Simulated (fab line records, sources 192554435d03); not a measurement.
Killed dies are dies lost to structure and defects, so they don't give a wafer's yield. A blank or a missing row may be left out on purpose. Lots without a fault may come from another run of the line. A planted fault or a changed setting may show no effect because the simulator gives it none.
Which tool did it? | flow n5_finfet | 9 lots, 26 wafers sampled, at 6 steps of a route of 1938

WHAT THE GAUGES READ, wafer by wafer
N5_STI_FIN_REVEAL_FIN_H_MEAS_10. Usual: trench_depth_nm 52.0 nm, standard deviation 0.8.
lot  | measured    | on     | trench_depth_nm (nm) | flag
L883 | day 2 19:15 | ocd-02 | 52.1 51.7 52.1       |
L885 | day 3 07:09 | ocd-02 | 51.2 51.5 50.8       |
L887 | day 3 20:59 | ocd-01 | 53.1 54.3 52.7       |
L888 | day 4 02:02 | ocd-02 | 53.0 53.0 53.1       |
L889 | day 4 07:08 | ocd-02 | 51.9 51.5 52.3       |
L893 | day 5 07:44 | ocd-02 | 52.3 51.7 51.8       |
L896 | day 6 01:29 | ocd-01 | 52.5 51.6 52.8       |
L903 | day 7 21:13 | ocd-02 | 54.5 52.1            |
L905 | day 8 09:15 | ocd-02 | 51.8 51.8 51.7       |

N5_BEOL_M4_RC_MEAS_101. Usual: DIBL_N 37.5 mV/V, standard deviation 2.5; DIBL_P 38 mV/V, standard deviation 3.1; IOFF_N 0.19 nA/um, standard deviation 0.059; IOFF_P 0.24 nA/um, standard deviation 0.061; ION_N 679 uA/um, standard deviation 16; ION_P 465 uA/um, standard deviation 9.8; SS_N 72.0 mV/dec, standard deviation 0.8; SS_P 73.7 mV/dec, standard deviation 0.86; VT_N 248 mV, standard deviation 4.5; VT_P -249 mV, standard deviation 3.5.
lot  | measured     | on        | DIBL_N (mV/V)  | DIBL_P (mV/V) | IOFF_N (nA/um) | IOFF_P (nA/um) | ION_N (uA/um) | ION_P (uA/um) | SS_N (mV/dec)  | SS_P (mV/dec)  | VT_N (mV)   | VT_P (mV)      | flag
L883 | day 8 02:04  | prober-02 | 37.3 37.3 37.4 | 38 40 38      | 0.18 0.19 0.18 | 0.23 0.27 0.22 | 677 675 676   | 459 465 460   | 72.0 72.5 72.6 | 73.5 74.2 73.8 | 250 248 255 | -250 -248 -252 |
L885 | day 8 20:26  | prober-01 | 35.7 33.3 37.1 | 36 34 38      | 0.15 0.11 0.18 | 0.19 0.17 0.24 | 673 651 669   | 458 455 461   | 71.9 70.6 71.6 | 72.4 71.8 73.8 | 253 255 248 | -250 -253 -249 |
L887 | day 8 23:56  | prober-02 | 31.0 33.5 33.7 | 28 33 35      | 0.08 0.12 0.13 | 0.12 0.18 0.19 | 644 679 672   | 452 467 462   | 70.6 69.8 70.2 | 70.8 72.5 73.0 | 259 253 250 | -255 -251 -250 |
L888 | day 9 23:35  | prober-01 | 33.7 37.1 41.1 | 34 39 44      | 0.12 0.18 0.31 | 0.17 0.23 0.34 | 662 677 705   | 453 464 477   | 71.2 71.8 73.1 | 72.9 73.8 75.8 | 255 249 244 | -252 -246 -245 |
L889 | day 10 05:40 | prober-02 | 35.9 37.2 33.6 | 37 37 34      | 0.16 0.19 0.11 | 0.20 0.20 0.17 | 667 680 659   | 459 461 451   | 72.3 72.0 70.9 | 73.8 73.0 73.0 | 251 249 255 | -252 -251 -254 |
L893 | day 11 12:04 | prober-02 | 39.0 36.6 42.2 | 40 38 45      | 0.23 0.17 0.37 | 0.28 0.24 0.43 | 694 672 714   | 469 463 484   | 71.8 71.9 72.8 | 73.5 73.4 74.8 | 244 249 238 | -247 -248 -242 |
L896 | day 11 19:13 | prober-02 | 35.8 36.5 38.3 | 36 37 38      | 0.13 0.14 0.19 | 0.21 0.21 0.27 | 659 658 682   | 465 455 471   | 71.9 71.5 72.0 | 73.3 73.3 74.3 | 256 252 248 | -249 -250 -248 |
L903 | day 13 22:26 | prober-01 | 38.0 39.9      | 41 41         | 0.21 0.23      | 0.27 0.26      | 713 687       | 495 466       | 71.9 72.2      | 74.2 74.6      | 247 245     | -249 -249      |
L905 | day 14 05:08 | prober-02 | 36.5 36.5 36.0 | 37 39 37      | 0.18 0.19 0.15 | 0.22 0.27 0.20 | 681 690 677   | 462 476 461   | 72.6 72.7 72.3 | 73.0 74.0 73.7 | 250 247 253 | -249 -247 -253 |

WHICH TOOL RAN EACH LOT (tool, then ch and the chambers of the sampled wafers, then the start)
lot  | N5_STI_FIN_REVEAL_ETCHBACK_08     | N5_STI_FIN_REVEAL_STRIP_24        | N5_STI_FIN_REVEAL_RECESS_09       | N5_STI_FIN_REVEAL_OXIDATION_31
L883 | rie_diel-01 ch 1,3, day 2 15:20   | rie_diel-01 ch 1,3, day 2 15:25   | vapor_etch-02 ch 0,1, day 2 16:20 | plasma_asher-02 ch 0,1, day 2 18:32
L885 | rie_diel-03 ch 1,3, day 3 03:59   | rie_diel-03 ch 1,3, day 3 04:01   | vapor_etch-01 ch 0,1, day 3 04:14 | plasma_asher-01 ch 0,1, day 3 06:34
L887 | rie_diel-03 ch 0,2, day 3 17:57   | rie_diel-03 ch 0,2, day 3 17:59   | vapor_etch-02 ch 1, day 3 18:17   | plasma_asher-02 ch 0,1, day 3 20:26
L888 | rie_diel-05 ch 1,2,3, day 3 22:51 | rie_diel-05 ch 1,2,3, day 3 22:53 | vapor_etch-01 ch 0,1, day 3 23:39 | plasma_asher-02 ch 0,1, day 4 01:19
L889 | rie_diel-01 ch 1,2,3, day 4 04:10 | rie_diel-01 ch 1,2,3, day 4 04:12 | vapor_etch-01 ch 1, day 4 04:25   | plasma_asher-01 ch 0,1, day 4 06:35
L893 | rie_diel-01 ch 1,2,3, day 5 04:46 | rie_diel-01 ch 1,2,3, day 5 04:49 | vapor_etch-02 ch 0, day 5 05:02   | plasma_asher-02 ch 0,1, day 5 07:11
L896 | rie_diel-01 ch 1,2,3, day 5 22:23 | rie_diel-01 ch 1,2,3, day 5 22:26 | vapor_etch-01 ch 0,1, day 5 23:11 | plasma_asher-01 ch 0,1, day 6 00:56
L903 | rie_diel-01 ch 0,1, day 7 18:16   | rie_diel-01 ch 0,1, day 7 18:17   | vapor_etch-02 ch 0,1, day 7 18:31 | plasma_asher-02 ch 1, day 7 20:40
L905 | rie_diel-05 ch 1,2,3, day 8 06:02 | rie_diel-05 ch 1,2,3, day 8 06:04 | vapor_etch-01 ch 0,1, day 8 06:17 | plasma_asher-02 ch 0,1, day 8 08:26
- N5_STI_FIN_REVEAL_ETCHBACK_08: etches SiO2 in C4F6/O2, target depth 30.5 nm, time 10.167 s.
- N5_STI_FIN_REVEAL_STRIP_24: strips in N2/H2, time 90 s.
- N5_STI_FIN_REVEAL_RECESS_09: chemistry HF/NH3, target SiO2, afs cycles 11, target depth 42.5 nm, sublimation time 60 s.
- N5_STI_FIN_REVEAL_OXIDATION_31: chemistry O2 PLASMA REMOTE, time 20 s.

WHAT THE TOOLS THEMSELVES READ (means of the sampled wafers that have a number; where no wafer has one, the mark that the record gives instead)
N5_STI_FIN_REVEAL_ETCHBACK_08. Usual: drypump_motor_current_A 5.5 A, standard deviation 0.45; oes_product_au 0.77 a.u., standard deviation 0.091; rf_vpp_V 665 V, standard deviation 21; showerhead_plenum_p_Torr 2.85 Torr, standard deviation 0.1; throttle_valve_pct 21.26 %, standard deviation 0.28.
lot  | tool        | drypump_motor_current_A (A) | oes_product_au (a.u.) | rf_vpp_V (V) | showerhead_plenum_p_Torr (Torr) | throttle_valve_pct (%) | flag
L883 | rie_diel-01 | 5.4                         | 0.80                  | 662          | 2.91                            | 21.08                  |
L885 | rie_diel-03 | 5.1                         | 0.75                  | 676          | 2.82                            | 21.27                  |
L887 | rie_diel-03 | 5.7                         | 0.84                  | 668          | 2.85                            | 21.41                  |
L888 | rie_diel-05 | 5.9                         | 0.75                  | 676          | 2.80                            | 21.18                  |
L889 | rie_diel-01 | 5.5                         | 0.75                  | 652          | 2.85                            | 21.35                  |
L893 | rie_diel-01 | 5.5                         | 0.74                  | 652          | 2.85                            | 21.36                  |
L896 | rie_diel-01 | 5.5                         | 0.74                  | 652          | 2.84                            | 21.36                  |
L903 | rie_diel-01 | 5.4                         | 0.83                  | 647          | 2.94                            | 21.40                  |
L905 | rie_diel-05 | 5.9                         | 0.80                  | 676          | 2.78                            | 21.06                  |

N5_STI_FIN_REVEAL_STRIP_24. Usual: drypump_motor_current_A 5.6 A, standard deviation 0.45; oes_product_au 0.77 a.u., standard deviation 0.089; rf_vpp_V 45.4 V, standard deviation 0.87; showerhead_plenum_p_Torr 3.36 Torr, standard deviation 0.12; throttle_valve_pct 12.2 %, standard deviation 0.38.
lot  | tool        | drypump_motor_current_A (A) | oes_product_au (a.u.) | rf_vpp_V (V) | showerhead_plenum_p_Torr (Torr) | throttle_valve_pct (%) | flag
L883 | rie_diel-01 | 5.4                         | 0.80                  | 45.2         | 3.45                            | 12.1                   |
L885 | rie_diel-03 | 5.1                         | 0.75                  | 45.4         | 3.33                            | 12.3                   |
L887 | rie_diel-03 | 5.7                         | 0.83                  | 45.7         | 3.36                            | 12.3                   |
L888 | rie_diel-05 | 5.9                         | 0.74                  | 45.2         | 3.29                            | 12.2                   |
L889 | rie_diel-01 | 5.5                         | 0.75                  | 46.2         | 3.37                            | 12.4                   |
L893 | rie_diel-01 | 5.5                         | 0.74                  | 45.1         | 3.36                            | 12.4                   |
L896 | rie_diel-01 | 5.5                         | 0.74                  | 45.6         | 3.36                            | 12.4                   |
L903 | rie_diel-01 | 5.4                         | 0.83                  | 45.3         | 3.46                            | 12.4                   |
L905 | rie_diel-05 | 5.9                         | 0.79                  | 45.3         | 3.27                            | 12.0                   |

N5_STI_FIN_REVEAL_RECESS_09. Usual: drypump_motor_current_A 5.5 A, standard deviation 0.49.
lot  | tool          | drypump_motor_current_A (A) | flag
L883 | vapor_etch-02 | 5.3                         |
L885 | vapor_etch-01 | 5.9                         |
L887 | vapor_etch-02 | 5.5                         |
L888 | vapor_etch-01 | 5.6                         |
L889 | vapor_etch-01 | 5.2                         |
L893 | vapor_etch-02 | 5.0                         |
L896 | vapor_etch-01 | 5.9                         |
L903 | vapor_etch-02 | 5.2                         |
L905 | vapor_etch-01 | 5.9                         |

N5_STI_FIN_REVEAL_OXIDATION_31. Usual: drypump_motor_current_A 5.4 A, standard deviation 0.36; heater_power_w 147 W, standard deviation 12.
lot  | tool            | drypump_motor_current_A (A) | heater_power_w (W) | flag
L883 | plasma_asher-02 | 5.0                         | 163                |
L885 | plasma_asher-01 | 5.7                         | 139                |
L887 | plasma_asher-02 | 5.1                         | 162                |
L888 | plasma_asher-02 | 5.0                         | 161                |
L889 | plasma_asher-01 | 5.7                         | 136                |
L893 | plasma_asher-02 | 5.0                         | 162                |
L896 | plasma_asher-01 | 5.7                         | 140                |
L903 | plasma_asher-02 | 5.2                         | 166                |
L905 | plasma_asher-02 | 4.9                         | 162                |

THE ANSWER, worked out from the rows above alone
Rule: a lot is off if the mean of its wafers that have a number lies more than 3 standard deviations from the usual mean. A lot without any number at a reading at which 4 lots or more have one is off too. The other lots that the step has rows for count as sound. The gauges are gone through in route order, then the tools' own readings, and for those a lot's mean is taken as printed above. The first step at which some lot is off is used, and at that step the reading that is off furthest; a lot without a number counts as furthest.
No lot is off at any reading shown: from this, nothing can be told.

WHAT THE SIMULATOR HAD PUT IN
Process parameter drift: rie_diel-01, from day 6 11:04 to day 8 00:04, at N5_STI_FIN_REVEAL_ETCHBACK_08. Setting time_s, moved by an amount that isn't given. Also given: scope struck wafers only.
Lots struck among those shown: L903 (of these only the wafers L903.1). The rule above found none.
